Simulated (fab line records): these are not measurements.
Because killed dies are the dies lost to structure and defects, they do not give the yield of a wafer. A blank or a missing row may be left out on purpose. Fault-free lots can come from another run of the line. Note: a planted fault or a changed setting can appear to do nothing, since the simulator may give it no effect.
Which tool is to blame? || flow nand-harc || 10 lots, 30 wafers sampled, at 6 steps of a route of 1302

== WHAT THE GAUGES SHOWED, per wafer ==
NHARC_THIN_TSV_CD_MEAS_12 targets a cd of 1000 nm. Usual: cd-nm at 999.7 nm, with a standard deviation of 1.8.
{"lot": "L582", "measured": "day 24 01:02", "on": "cd-sem-03", "cd-nm (nm)": "999.9 998.3 1001.0", "flag": ""}
{"lot": "L588", "measured": "day 25 23:52", "on": "cd-sem-03", "cd-nm (nm)": "1000.6 1003.1 1002.2", "flag": ""}
{"lot": "L590", "measured": "day 27 08:44", "on": "cd-sem-03", "cd-nm (nm)": "1001.8 998.0 997.3", "flag": ""}
{"lot": "L594", "measured": "day 29 09:38", "on": "cd-sem-02", "cd-nm (nm)": "998.9 998.8 1000.6", "flag": ""}
{"lot": "L595", "measured": "day 29 17:27", "on": "cd-sem-03", "cd-nm (nm)": "1002.1 1000.0 1001.7", "flag": ""}
{"lot": "L596", "measured": "day 29 18:38", "on": "cd-sem-02", "cd-nm (nm)": "998.6 1000.3 1000.3", "flag": ""}
{"lot": "L598", "measured": "day 30 07:57", "on": "cd-sem-03", "cd-nm (nm)": "996.5 1001.0 997.5", "flag": ""}
{"lot": "L600", "measured": "day 30 21:01", "on": "cd-sem-01", "cd-nm (nm)": "1001.2 1002.2 1001.0", "flag": ""}
{"lot": "L601", "measured": "day 32 02:26", "on": "cd-sem-03", "cd-nm (nm)": "1000.5 998.0 999.6", "flag": ""}
{"lot": "L604", "measured": "day 33 05:52", "on": "cd-sem-01", "cd-nm (nm)": "1000.4 1004.4 998.9", "flag": ""}

NHARC_END_WLT_00. Usual: VT_DECK1_BOTTOM 0.873, standard deviation 0.0069; VT_DECK1_BOTTOM_INNER 0.873, standard deviation 0.0067; VT_DECK1_MEDIAN_NEAR_BOTTOM 0.874, standard deviation 0.0064; VT_DECK1_MEDIAN_NEAR_BOTTOM_INNER 0.874, standard deviation 0.0073; VT_DECK1_MIDDLE 0.885, standard deviation 0.0064; VT_DECK1_MIDDLE_INNER 0.886, standard deviation 0.0063; VT_DECK1_TOP 0.896, standard deviation 0.0069; VT_DECK1_TOP_INNER 0.897, standard deviation 0.0065; VT_DECK2_BOTTOM 0.873, standard deviation 0.0061; VT_DECK2_BOTTOM_INNER 0.874, standard deviation 0.007; VT_DECK2_MEDIAN_NEAR_BOTTOM 0.875, standard deviation 0.0066; VT_DECK2_MEDIAN_NEAR_BOTTOM_INNER 0.874, standard deviation 0.0073; VT_DECK2_MIDDLE 0.887, standard deviation 0.0059; VT_DECK2_MIDDLE_INNER 0.887, standard deviation 0.0072; VT_DECK2_TOP 0.898, standard deviation 0.0065; VT_DECK2_TOP_INNER 0.898, standard deviation 0.0067.
{"lot": "L582", "measured": "day 24 16:01", "on": "prober-01", "VT_DECK1_BOTTOM": "0.866 0.870 0.870", "VT_DECK1_BOTTOM_INNER": "0.866 0.861 0.865", "VT_DECK1_MEDIAN_NEAR_BOTTOM": "0.862 0.872 0.868", "VT_DECK1_MEDIAN_NEAR_BOTTOM_INNER": "0.863 0.859 0.861", "VT_DECK1_MIDDLE": "0.873 0.887 0.875", "VT_DECK1_MIDDLE_INNER": "0.877 0.884 0.881", "VT_DECK1_TOP": "0.893 0.892 0.885", "VT_DECK1_TOP_INNER": "0.884 0.892 0.891", "VT_DECK2_BOTTOM": "0.867 0.869 0.865", "VT_DECK2_BOTTOM_INNER": "0.866 0.865 0.868", "VT_DECK2_MEDIAN_NEAR_BOTTOM": "0.871 0.872 0.869", "VT_DECK2_MEDIAN_NEAR_BOTTOM_INNER": "0.870 0.867 0.862", "VT_DECK2_MIDDLE": "0.883 0.881 0.892", "VT_DECK2_MIDDLE_INNER": "0.883 0.875 0.888", "VT_DECK2_TOP": "0.903 0.903 0.904", "VT_DECK2_TOP_INNER": "0.898 0.897 0.895", "flag": ""}
{"lot": "L588", "measured": "day 26 12:38", "on": "prober-02", "VT_DECK1_BOTTOM": "0.865 0.875 0.879", "VT_DECK1_BOTTOM_INNER": "0.876 0.886 0.875", "VT_DECK1_MEDIAN_NEAR_BOTTOM": "0.873 0.881 0.878", "VT_DECK1_MEDIAN_NEAR_BOTTOM_INNER": "0.877 0.878 0.889", "VT_DECK1_MIDDLE": "0.888 0.884 0.886", "VT_DECK1_MIDDLE_INNER": "0.888 0.893 0.889", "VT_DECK1_TOP": "0.899 0.892 0.894", "VT_DECK1_TOP_INNER": "0.898 0.896 0.900", "VT_DECK2_BOTTOM": "0.870 0.882 0.873", "VT_DECK2_BOTTOM_INNER": "0.872 0.869 0.866", "VT_DECK2_MEDIAN_NEAR_BOTTOM": "0.875 0.875 0.874", "VT_DECK2_MEDIAN_NEAR_BOTTOM_INNER": "0.872 0.883 0.874", "VT_DECK2_MIDDLE": "0.883 0.883 0.886", "VT_DECK2_MIDDLE_INNER": "0.886 0.885 0.892", "VT_DECK2_TOP": "0.887 0.901 0.895", "VT_DECK2_TOP_INNER": "0.895 0.893 0.897", "flag": ""}
{"lot": "L590", "measured": "day 28 02:42", "on": "prober-01", "VT_DECK1_BOTTOM": "0.864 0.871 0.861", "VT_DECK1_BOTTOM_INNER": "0.871 0.876 0.864", "VT_DECK1_MEDIAN_NEAR_BOTTOM": "0.871 0.873 0.866", "VT_DECK1_MEDIAN_NEAR_BOTTOM_INNER": "0.878 0.883 0.864", "VT_DECK1_MIDDLE": "0.890 0.885 0.875", "VT_DECK1_MIDDLE_INNER": "0.888 0.885 0.888", "VT_DECK1_TOP": "0.890 0.889 0.897", "VT_DECK1_TOP_INNER": "0.885 0.902 0.899", "VT_DECK2_BOTTOM": "0.868 0.879 0.882", "VT_DECK2_BOTTOM_INNER": "0.868 0.880 0.883", "VT_DECK2_MEDIAN_NEAR_BOTTOM": "0.864 0.885 0.884", "VT_DECK2_MEDIAN_NEAR_BOTTOM_INNER": "0.864 0.888 0.886", "VT_DECK2_MIDDLE": "0.886 0.895 0.891", "VT_DECK2_MIDDLE_INNER": "0.884 0.889 0.894", "VT_DECK2_TOP": "0.901 0.914 0.904", "VT_DECK2_TOP_INNER": "0.909 0.903 0.900", "flag": ""}
{"lot": "L594", "measured": "day 29 21:58", "on": "prober-01", "VT_DECK1_BOTTOM": "0.868 0.871 0.868", "VT_DECK1_BOTTOM_INNER": "0.866 0.864 0.868", "VT_DECK1_MEDIAN_NEAR_BOTTOM": "0.872 0.875 0.871", "VT_DECK1_MEDIAN_NEAR_BOTTOM_INNER": "0.866 0.871 0.869", "VT_DECK1_MIDDLE": "0.881 0.881 0.885", "VT_DECK1_MIDDLE_INNER": "0.876 0.888 0.888", "VT_DECK1_TOP": "0.896 0.899 0.892", "VT_DECK1_TOP_INNER": "0.893 0.893 0.887", "VT_DECK2_BOTTOM": "0.874 0.881 0.871", "VT_DECK2_BOTTOM_INNER": "0.875 0.875 0.880", "VT_DECK2_MEDIAN_NEAR_BOTTOM": "0.874 0.885 0.877", "VT_DECK2_MEDIAN_NEAR_BOTTOM_INNER": "0.867 0.885 0.874", "VT_DECK2_MIDDLE": "0.892 0.888 0.890", "VT_DECK2_MIDDLE_INNER": "0.892 0.892 0.885", "VT_DECK2_TOP": "0.906 0.904 0.900", "VT_DECK2_TOP_INNER": "0.901 0.903 0.903", "flag": ""}
{"lot": "L595", "measured": "day 30 09:08", "on": "prober-01", "VT_DECK1_BOTTOM": "0.873 0.870 0.868 0.869 0.876 0.861", "VT_DECK1_BOTTOM_INNER": "0.868 0.871 0.868 0.867 0.863 0.862", "VT_DECK1_MEDIAN_NEAR_BOTTOM": "0.875 0.872 0.860 0.868 0.869 0.862", "VT_DECK1_MEDIAN_NEAR_BOTTOM_INNER": "0.871 0.872 0.866 0.880 0.867 0.865", "VT_DECK1_MIDDLE": "0.885 0.879 0.882 0.880 0.885 0.880", "VT_DECK1_MIDDLE_INNER": "0.883 0.888 0.885 0.884 0.889 0.876", "VT_DECK1_TOP": "0.888 0.892 0.902 0.891 0.898 0.889", "VT_DECK1_TOP_INNER": "0.892 0.892 0.896 0.886 0.888 0.891", "VT_DECK2_BOTTOM": "0.873 0.869 0.869 0.870 0.871 0.868", "VT_DECK2_BOTTOM_INNER": "0.866 0.869 0.864 0.871 0.867 0.871", "VT_DECK2_MEDIAN_NEAR_BOTTOM": "0.882 0.873 0.865 0.874 0.867 0.880", "VT_DECK2_MEDIAN_NEAR_BOTTOM_INNER": "0.871 0.875 0.866 0.874 0.871 0.863", "VT_DECK2_MIDDLE": "0.890 0.897 0.888 0.883 0.883 0.889", "VT_DECK2_MIDDLE_INNER": "0.881 0.884 0.881 0.887 0.880 0.882", "VT_DECK2_TOP": "0.895 0.902 0.895 0.891 0.903 0.900", "VT_DECK2_TOP_INNER": "0.894 0.894 0.881 0.891 0.896 0.906", "flag": ""}
{"lot": "L596", "measured": "day 30 16:40", "on": "prober-01", "VT_DECK1_BOTTOM": "0.872 0.856 0.873 0.860 0.871 0.869", "VT_DECK1_BOTTOM_INNER": "0.868 0.868 0.859 0.865 0.868 0.869", "VT_DECK1_MEDIAN_NEAR_BOTTOM": "0.865 0.867 0.883 0.868 0.868 0.868", "VT_DECK1_MEDIAN_NEAR_BOTTOM_INNER": "0.870 0.867 0.880 0.866 0.872 0.873", "VT_DECK1_MIDDLE": "0.888 0.884 0.881 0.883 0.881 0.885", "VT_DECK1_MIDDLE_INNER": "0.880 0.881 0.889 0.899 0.888 0.885", "VT_DECK1_TOP": "0.894 0.899 0.899 0.902 0.903 0.898", "VT_DECK1_TOP_INNER": "0.900 0.901 0.886 0.894 0.897 0.895", "VT_DECK2_BOTTOM": "0.881 0.873 0.867 0.873 0.883 0.869", "VT_DECK2_BOTTOM_INNER": "0.873 0.875 0.876 0.874 0.877 0.873", "VT_DECK2_MEDIAN_NEAR_BOTTOM": "0.880 0.871 0.877 0.872 0.879 0.868", "VT_DECK2_MEDIAN_NEAR_BOTTOM_INNER": "0.880 0.884 0.873 0.876 0.873 0.871", "VT_DECK2_MIDDLE": "0.884 0.890 0.883 0.888 0.892 0.883", "VT_DECK2_MIDDLE_INNER": "0.890 0.888 0.891 0.892 0.891 0.883", "VT_DECK2_TOP": "0.900 0.897 0.899 0.898 0.895 0.897", "VT_DECK2_TOP_INNER": "0.908 0.900 0.897 0.893 0.906 0.902", "flag": ""}
{"lot": "L598", "measured": "day 30 23:19", "on": "prober-02", "VT_DECK1_BOTTOM": "0.859 0.867 0.870", "VT_DECK1_BOTTOM_INNER": "0.865 0.864 0.868", "VT_DECK1_MEDIAN_NEAR_BOTTOM": "0.864 0.871 0.861", "VT_DECK1_MEDIAN_NEAR_BOTTOM_INNER": "0.864 0.866 0.861", "VT_DECK1_MIDDLE": "0.876 0.884 0.871", "VT_DECK1_MIDDLE_INNER": "0.884 0.877 0.886", "VT_DECK1_TOP": "0.882 0.891 0.899", "VT_DECK1_TOP_INNER": "0.896 0.895 0.895", "VT_DECK2_BOTTOM": "0.878 0.878 0.872", "VT_DECK2_BOTTOM_INNER": "0.880 0.884 0.877", "VT_DECK2_MEDIAN_NEAR_BOTTOM": "0.881 0.879 0.875", "VT_DECK2_MEDIAN_NEAR_BOTTOM_INNER": "0.887 0.880 0.880", "VT_DECK2_MIDDLE": "0.898 0.893 0.890", "VT_DECK2_MIDDLE_INNER": "0.894 0.897 0.885", "VT_DECK2_TOP": "0.901 0.900 0.903", "VT_DECK2_TOP_INNER": "0.896 0.898 0.903", "flag": ""}
{"lot": "L600", "measured": "day 31 09:32", "on": "prober-01", "VT_DECK1_BOTTOM": "0.879 0.884 0.862", "VT_DECK1_BOTTOM_INNER": "0.872 0.872 0.871", "VT_DECK1_MEDIAN_NEAR_BOTTOM": "0.875 0.879 0.880", "VT_DECK1_MEDIAN_NEAR_BOTTOM_INNER": "0.871 0.869 0.869", "VT_DECK1_MIDDLE": "0.889 0.887 0.879", "VT_DECK1_MIDDLE_INNER": "0.890 0.885 0.888", "VT_DECK1_TOP": "0.909 0.895 0.895", "VT_DECK1_TOP_INNER": "0.903 0.895 0.898", "VT_DECK2_BOTTOM": "0.864 0.876 0.867", "VT_DECK2_BOTTOM_INNER": "0.859 0.870 0.874", "VT_DECK2_MEDIAN_NEAR_BOTTOM": "0.867 0.880 0.877", "VT_DECK2_MEDIAN_NEAR_BOTTOM_INNER": "0.875 0.871 0.870", "VT_DECK2_MIDDLE": "0.889 0.886 0.880", "VT_DECK2_MIDDLE_INNER": "0.879 0.877 0.880", "VT_DECK2_TOP": "0.893 0.886 0.898", "VT_DECK2_TOP_INNER": "0.881 0.893 0.894", "flag": ""}
{"lot": "L601", "measured": "day 32 16:04", "on": "prober-01", "VT_DECK1_BOTTOM": "0.867 0.877 0.864", "VT_DECK1_BOTTOM_INNER": "0.876 0.876 0.876", "VT_DECK1_MEDIAN_NEAR_BOTTOM": "0.879 0.879 0.879", "VT_DECK1_MEDIAN_NEAR_BOTTOM_INNER": "0.873 0.881 0.877", "VT_DECK1_MIDDLE": "0.889 0.889 0.887", "VT_DECK1_MIDDLE_INNER": "0.888 0.890 0.887", "VT_DECK1_TOP": "0.899 0.905 0.901", "VT_DECK1_TOP_INNER": "0.892 0.897 0.909", "VT_DECK2_BOTTOM": "0.870 0.874 0.874", "VT_DECK2_BOTTOM_INNER": "0.869 0.871 0.870", "VT_DECK2_MEDIAN_NEAR_BOTTOM": "0.869 0.878 0.867", "VT_DECK2_MEDIAN_NEAR_BOTTOM_INNER": "0.863 0.880 0.868", "VT_DECK2_MIDDLE": "0.881 0.891 0.876", "VT_DECK2_MIDDLE_INNER": "0.890 0.896 0.887", "VT_DECK2_TOP": "0.896 0.897 0.903", "VT_DECK2_TOP_INNER": "0.908 0.900 0.907", "flag": ""}
{"lot": "L604", "measured": "day 34 01:46", "on": "prober-02", "VT_DECK1_BOTTOM": "0.868 0.881 0.870", "VT_DECK1_BOTTOM_INNER": "0.874 0.875 0.873", "VT_DECK1_MEDIAN_NEAR_BOTTOM": "0.880 0.870 0.872", "VT_DECK1_MEDIAN_NEAR_BOTTOM_INNER": "0.869 0.875 0.879", "VT_DECK1_MIDDLE": "0.886 0.889 0.885", "VT_DECK1_MIDDLE_INNER": "0.884 0.885 0.890", "VT_DECK1_TOP": "0.899 0.896 0.898", "VT_DECK1_TOP_INNER": "0.905 0.906 0.894", "VT_DECK2_BOTTOM": "0.871 0.870 0.872", "VT_DECK2_BOTTOM_INNER": "0.865 0.876 0.873", "VT_DECK2_MEDIAN_NEAR_BOTTOM": "0.873 0.874 0.866", "VT_DECK2_MEDIAN_NEAR_BOTTOM_INNER": "0.868 0.865 0.872", "VT_DECK2_MIDDLE": "0.873 0.881 0.889", "VT_DECK2_MIDDLE_INNER": "0.881 0.887 0.888", "VT_DECK2_TOP": "0.893 0.898 0.896", "VT_DECK2_TOP_INNER": "0.897 0.908 0.895", "flag": ""}

NHARC_END_SORT_01. Usual: value, then standard deviation, for each; defect-limited-yield 91.1 % / 2.7; killed-at-array 55 / 19; killed-at-other 0.6 / 0.99; killed-at-periphery 4.2 / 2.6; killed-dies 60 / 18; killed-open 3.4 / 1.7; killed-short 2.3 / 1.5.
{"lot": "L582", "measured": "day 24 19:00", "on": "prober-01", "defect-limited-yield (%)": "88.3 89.4 87.9", "killed-at-array": "76 68 79", "killed-at-other": "0 0 0", "killed-at-periphery": "3 4 3", "killed-dies": "79 72 82", "killed-open": "3 3 4", "killed-short": "1 1 4", "flag": ""}
{"lot": "L588", "measured": "day 26 15:56", "on": "prober-02", "defect-limited-yield (%)": "87.9 87.7 89.4", "killed-at-array": "79 77 65", "killed-at-other": "0 0 0", "killed-at-periphery": "3 6 7", "killed-dies": "82 83 72", "killed-open": "3 2 4", "killed-short": "2 2 3", "flag": ""}
{"lot": "L590", "measured": "day 28 05:58", "on": "prober-01", "defect-limited-yield (%)": "91.4 90.7 89.8", "killed-at-array": "54 57 66", "killed-at-other": "2 0 0", "killed-at-periphery": "2 6 3", "killed-dies": "58 63 69", "killed-open": "3 3 2", "killed-short": "2 3 2", "flag": ""}
{"lot": "L594", "measured": "day 30 01:19", "on": "prober-01", "defect-limited-yield (%)": "91.1 89.8 90.8", "killed-at-array": "58 67 59", "killed-at-other": "0 0 0", "killed-at-periphery": "2 2 3", "killed-dies": "60 69 62", "killed-open": "1 4 5", "killed-short": "4 3 0", "flag": ""}
{"lot": "L595", "measured": "day 30 17:13", "on": "prober-01", "defect-limited-yield (%)": "34.9 32.8 35.5", "killed-at-array": "29 37 34", "killed-at-other": "408 418 402", "killed-at-periphery": "4 0 1", "killed-dies": "441 455 437", "killed-open": "3 3 1", "killed-short": "1 1 3", "flag": "OFF"}
{"lot": "L596", "measured": "day 31 01:23", "on": "prober-01", "defect-limited-yield (%)": "32.5 34.4 29.8", "killed-at-array": "35 24 30", "killed-at-other": "420 420 441", "killed-at-periphery": "2 0 4", "killed-dies": "457 444 475", "killed-open": "3 0 1", "killed-short": "2 0 2", "flag": "OFF"}
{"lot": "L598", "measured": "day 31 02:40", "on": "prober-01", "defect-limited-yield (%)": "36.6 37.7 30.0", "killed-at-array": "18 15 16", "killed-at-other": "409 406 454", "killed-at-periphery": "2 1 4", "killed-dies": "429 422 474", "killed-open": "4 2 0", "killed-short": "4 4 1", "flag": "OFF"}
{"lot": "L600", "measured": "day 31 12:47", "on": "prober-01", "defect-limited-yield (%)": "93.8 93.6 95.3", "killed-at-array": "36 40 29", "killed-at-other": "0 0 0", "killed-at-periphery": "6 3 3", "killed-dies": "42 43 32", "killed-open": "5 3 5", "killed-short": "3 3 3", "flag": ""}
{"lot": "L601", "measured": "day 32 19:58", "on": "prober-01", "defect-limited-yield (%)": "91.4 91.4 91.7", "killed-at-array": "55 56 51", "killed-at-other": "0 0 0", "killed-at-periphery": "3 2 5", "killed-dies": "58 58 56", "killed-open": "4 3 0", "killed-short": "2 3 1", "flag": ""}
{"lot": "L604", "measured": "day 34 04:44", "on": "prober-02", "defect-limited-yield (%)": "93.4 92.5 91.9", "killed-at-array": "38 41 49", "killed-at-other": "0 0 0", "killed-at-periphery": "7 10 6", "killed-dies": "45 51 55", "killed-open": "1 4 4", "killed-short": "1 2 1", "flag": ""}

== TOOL THAT RAN EACH LOT (tool first, then ch and the chambers of the sampled wafers, then the start) ==
{"lot": "L582", "NHARC_THIN_TSV_STRIP_45": "plasma-asher-01 ch 0,1, day 24 02:37", "NHARC_THIN_TSV_PVD_19": "pvd-sputter-03, day 24 05:05 or earlier", "NHARC_THIN_TSV_ECD_20": "ecd-cu-02 ch 0,1, day 24 05:05"}
{"lot": "L588", "NHARC_THIN_TSV_STRIP_45": "plasma-asher-01 ch 0,1, day 26 00:54", "NHARC_THIN_TSV_PVD_19": "pvd-sputter-02, day 26 03:34 or earlier", "NHARC_THIN_TSV_ECD_20": "ecd-cu-01 ch 0,1, day 26 03:34"}
{"lot": "L590", "NHARC_THIN_TSV_STRIP_45": "plasma-asher-02 ch 0,1, day 27 09:49", "NHARC_THIN_TSV_PVD_19": "pvd-sputter-03, day 27 12:07 or earlier", "NHARC_THIN_TSV_ECD_20": "ecd-cu-02 ch 0,1, day 27 12:07"}
{"lot": "L594", "NHARC_THIN_TSV_STRIP_45": "plasma-asher-02 ch 0,1, day 29 10:42", "NHARC_THIN_TSV_PVD_19": "pvd-sputter-03, day 29 12:57 or earlier", "NHARC_THIN_TSV_ECD_20": "ecd-cu-02 ch 0,1, day 29 12:57"}
{"lot": "L595", "NHARC_THIN_TSV_STRIP_45": "plasma-asher-01 ch 0,1, day 29 18:50", "NHARC_THIN_TSV_PVD_19": "pvd-sputter-03, day 29 21:05 or earlier", "NHARC_THIN_TSV_ECD_20": "ecd-cu-02 ch 0, day 29 21:05"}
{"lot": "L596", "NHARC_THIN_TSV_STRIP_45": "plasma-asher-01 ch 0,1, day 29 19:43", "NHARC_THIN_TSV_PVD_19": "pvd-sputter-01, day 29 21:56 or earlier", "NHARC_THIN_TSV_ECD_20": "ecd-cu-02 ch 0,1, day 29 21:56"}
{"lot": "L598", "NHARC_THIN_TSV_STRIP_45": "plasma-asher-02 ch 0, day 30 09:02", "NHARC_THIN_TSV_PVD_19": "pvd-sputter-02, day 30 11:10 or earlier", "NHARC_THIN_TSV_ECD_20": "ecd-cu-02 ch 1, day 30 11:10"}
{"lot": "L600", "NHARC_THIN_TSV_STRIP_45": "plasma-asher-01 ch 0,1, day 30 22:06", "NHARC_THIN_TSV_PVD_19": "pvd-sputter-01, day 31 00:20 or earlier", "NHARC_THIN_TSV_ECD_20": "ecd-cu-01 ch 0,1, day 31 00:20"}
{"lot": "L601", "NHARC_THIN_TSV_STRIP_45": "plasma-asher-02 ch 0,1, day 32 03:35", "NHARC_THIN_TSV_PVD_19": "pvd-sputter-01, day 32 05:50 or earlier", "NHARC_THIN_TSV_ECD_20": "ecd-cu-01 ch 0,1, day 32 05:50"}
{"lot": "L604", "NHARC_THIN_TSV_STRIP_45": "plasma-asher-02 ch 0,1, day 33 06:57", "NHARC_THIN_TSV_PVD_19": "pvd-sputter-02, day 33 09:25 or earlier", "NHARC_THIN_TSV_ECD_20": "ecd-cu-01 ch 0, day 33 09:25"}
- NHARC_THIN_TSV_STRIP_45: strips in O2.
- NHARC_THIN_TSV_PVD_19: deposits TaN, target thk 20 nm.
- NHARC_THIN_TSV_ECD_20: material Cu, target thk 2000 nm.

== WHAT THE TOOLS THEMSELVES READ (means of the sampled wafers that have a number; where no wafer has one, the mark that the record gives instead) ==
NHARC_THIN_TSV_STRIP_45. Usual: drypump-motor-current-A 5.7 A, standard deviation 0.38; heater-power-w 336 W, standard deviation 35.
{"lot": "L582", "tool": "plasma-asher-01", "drypump-motor-current-A (A)": 6.0, "heater-power-w (W)": 346, "flag": ""}
{"lot": "L588", "tool": "plasma-asher-01", "drypump-motor-current-A (A)": 6.0, "heater-power-w (W)": 349, "flag": ""}
{"lot": "L590", "tool": "plasma-asher-02", "drypump-motor-current-A (A)": 5.3, "heater-power-w (W)": 334, "flag": ""}
{"lot": "L594", "tool": "plasma-asher-02", "drypump-motor-current-A (A)": 5.5, "heater-power-w (W)": 335, "flag": ""}
{"lot": "L595", "tool": "plasma-asher-01", "drypump-motor-current-A (A)": 6.0, "heater-power-w (W)": 350, "flag": ""}
{"lot": "L596", "tool": "plasma-asher-01", "drypump-motor-current-A (A)": 5.8, "heater-power-w (W)": 324, "flag": ""}
{"lot": "L598", "tool": "plasma-asher-02", "drypump-motor-current-A (A)": 5.7, "heater-power-w (W)": 338, "flag": ""}
{"lot": "L600", "tool": "plasma-asher-01", "drypump-motor-current-A (A)": 5.7, "heater-power-w (W)": 315, "flag": ""}
{"lot": "L601", "tool": "plasma-asher-02", "drypump-motor-current-A (A)": 5.5, "heater-power-w (W)": 338, "flag": ""}
{"lot": "L604", "tool": "plasma-asher-02", "drypump-motor-current-A (A)": 5.5, "heater-power-w (W)": 335, "flag": ""}

NHARC_THIN_TSV_PVD_19. Usual: throttle-valve-pct at 29.8 %, with a standard deviation of 1.1.
{"lot": "L582", "tool": "pvd-sputter-03", "throttle-valve-pct (%)": 28.8, "flag": ""}
{"lot": "L588", "tool": "pvd-sputter-02", "throttle-valve-pct (%)": 29.7, "flag": ""}
{"lot": "L590", "tool": "pvd-sputter-03", "throttle-valve-pct (%)": 29.2, "flag": ""}
{"lot": "L594", "tool": "pvd-sputter-03", "throttle-valve-pct (%)": 29.1, "flag": ""}
{"lot": "L595", "tool": "pvd-sputter-03", "throttle-valve-pct (%)": 30.2, "flag": ""}
{"lot": "L596", "tool": "pvd-sputter-01", "throttle-valve-pct (%)": 29.6, "flag": ""}
{"lot": "L598", "tool": "pvd-sputter-02", "throttle-valve-pct (%)": 30.7, "flag": ""}
{"lot": "L600", "tool": "pvd-sputter-01", "throttle-valve-pct (%)": 30.3, "flag": ""}
{"lot": "L601", "tool": "pvd-sputter-01", "throttle-valve-pct (%)": 30.0, "flag": ""}
{"lot": "L604", "tool": "pvd-sputter-02", "throttle-valve-pct (%)": 30.3, "flag": ""}

== THE ANSWER, worked out from the rows above alone ==
Rule: a lot is off if the mean of its wafers that have a number lies more than 3 standard deviations from the usual mean. A lot without any number at a reading at which 4 lots or more have one is off too. The other lots that the step has rows for count as sound. The gauges are gone through in route order, then the tools' own readings, and for those a lot's mean is taken as printed above. At the first step where some lot is off, the reading lying furthest off is the one used; lots without a number count as furthest.
Off, at NHARC_END_SORT_01 on killed-at-other: L595, L596, L598.
If a tool, at a process step before that reading, ran all the lots that are off and no sound lot after the first of them, it fits. Those tools and the gauges at NHARC_END_SORT_01 are tried in the same way. NHARC_THIN_TSV_PVD_19 gives no start for some lots, so the hours and the order of its lots are those of NHARC_THIN_TSV_ECD_20. One fits: NHARC_THIN_TSV_ECD_20 on ecd-cu-02. A fault onset in the window from L594 (day 29 12:57, its last sound lot) to L595 (day 29 21:05, its first lot off) fits.

== WHAT THE SIMULATOR PUT IN ==
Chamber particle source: ecd-cu-02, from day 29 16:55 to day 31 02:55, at NHARC_THIN_TSV_ECD_20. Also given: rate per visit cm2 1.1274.
Shown lots that were struck: L595, L596, L598. The same result came from the rule above.
